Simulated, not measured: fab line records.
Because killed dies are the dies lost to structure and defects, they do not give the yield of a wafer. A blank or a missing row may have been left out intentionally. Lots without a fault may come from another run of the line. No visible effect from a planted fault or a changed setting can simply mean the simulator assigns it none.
3 desks, one fault | flow nand harc | numbers are kept per desk, each desk with only its own; the story behind them comes last

## FROM THE METROLOGY DESK
Lot by lot, what the gauges showed, no matter which tool ran the lot: averages of those sampled wafers that carry a number. A lot is out of limits, marked OUT, if its mean lies more than 4 standard deviations from the usual mean; the brackets give that distance.
Columns: A = thk nm at NHARC_A_SOURCE_PLATE_THK_MEAS_09, usual 9.7 nm
lot  | first seen here | A
L130 | day 7 07:17     | 9.8
L131 | day 7 11:02     | 8.7
L132 | day 7 22:02     | 9.6
L135 | day 9 02:46     | 9.9
L136 | day 9 20:19     | 10.6
L144 | day 13 06:53    | 9.7
L145 | day 13 06:53    | 8.8
L147 | day 14 02:25    | 10.8
L149 | day 15 01:07    | 10.0
L150 | day 15 16:05    | 9.2
L151 | day 15 19:09    | 9.1
L153 | day 16 19:43    | 8.7
This desk's verdict: no lot among the 12 shows anything out of limits.

## AT THE TOOL OWNER'S DESK: rie si-06
The tool's own readings at NHARC_A_ZERO_WELL_ETCH_13 (etches the open film in HBr/Cl2, target depth 120 nm, time 40.1 s): means of the sampled wafers that have a number, for each lot that ran on this tool. A lot is out of limits, marked OUT, if its mean lies more than 4 standard deviations from the usual mean; the brackets give that distance.
Columns: A = drypump motor current A at NHARC_A_ZERO_WELL_ETCH_13, usual 5.6 A; B = oes product au at NHARC_A_ZERO_WELL_ETCH_13, usual 0.999 a.u.; C = throttle valve pct at NHARC_A_ZERO_WELL_ETCH_13, usual 26.405 %
lot  | first seen here | A   | B     | C
L130 | day 6 23:01     | 5.7 | 1.007 | 26.416
L135 | day 8 18:22     | 5.7 | 0.991 | 26.406
L136 | day 9 11:49     | 5.5 | 0.998 | 26.403
L145 | day 12 22:27    | 5.6 | 0.997 | 26.403
L149 | day 14 16:16    | 5.5 | 0.993 | 26.401
This desk's verdict: no lot among the 5 shows anything out of limits.

## THE DEFECT DESK
Per lot, the means of the sampled wafers with a number show what the inspections along the route counted. A lot is out of limits, marked OUT, if its mean lies more than 4 standard deviations from the usual mean; the brackets give that distance.
Columns: A = raw defect count at NHARC_P_BONDPAD_INSPECT_23, usual 331; B = raw defect count at NHARC_A_ZERO_WELL_INSPECT_17, usual 9; C = raw defect count at NHARC_A_SOURCE_PLATE_INSPECT_08, usual 50
lot  | first seen here | A   | B             | C
L130 | day 6 21:20     | 412 | 6             | 67
L131 | day 7 00:31     | 305 | 7             | 56
L132 | day 7 12:26     | 341 | 10            | 57
L135 | day 8 16:40     | 302 | 9             | 59
L136 | day 9 10:04     | 377 | 253 (+48) OUT | 293 (+14) OUT
L145 | day 12 20:44    | 276 | 5             | 24
L144 | day 12 23:20    | 307 | 7             | 42
L147 | day 13 19:00    | 188 | 14            | 42
L149 | day 14 14:34    | 395 | 10            | 45
L150 | day 15 06:05    | 477 | 10            | 35
L151 | day 15 09:37    | 286 | 13            | 41
L153 | day 16 09:25    | 390 | 9             | 46
This desk finds L136 out of limits, L136 being first, at day 9 12:58 (raw defect count at NHARC_A_ZERO_WELL_INSPECT_17). L130, L131, L132, L135, L145, L144, L147, L149, L150, L151, L153 stayed within limits.

## PUT TOGETHER
The defect desk could have raised an alarm at day 9 12:58, on L136.
The metrology desk saw nothing out of limits.
Nothing out of limits was seen by the tool owner's desk.
The metrology desk holds a record of L136, inside its limits.
The tool owner's desk has L136 on record, within its limits.
On rie si-06, each named lot ran NHARC_A_ZERO_WELL_ETCH_13.

## WHAT THE SIMULATOR HAD PUT IN
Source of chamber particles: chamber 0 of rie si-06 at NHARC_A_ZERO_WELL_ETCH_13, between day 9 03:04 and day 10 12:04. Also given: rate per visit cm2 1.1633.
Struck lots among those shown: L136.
Hours from the fault's start to each desk's first reading out of limits: the defect desk, 10.
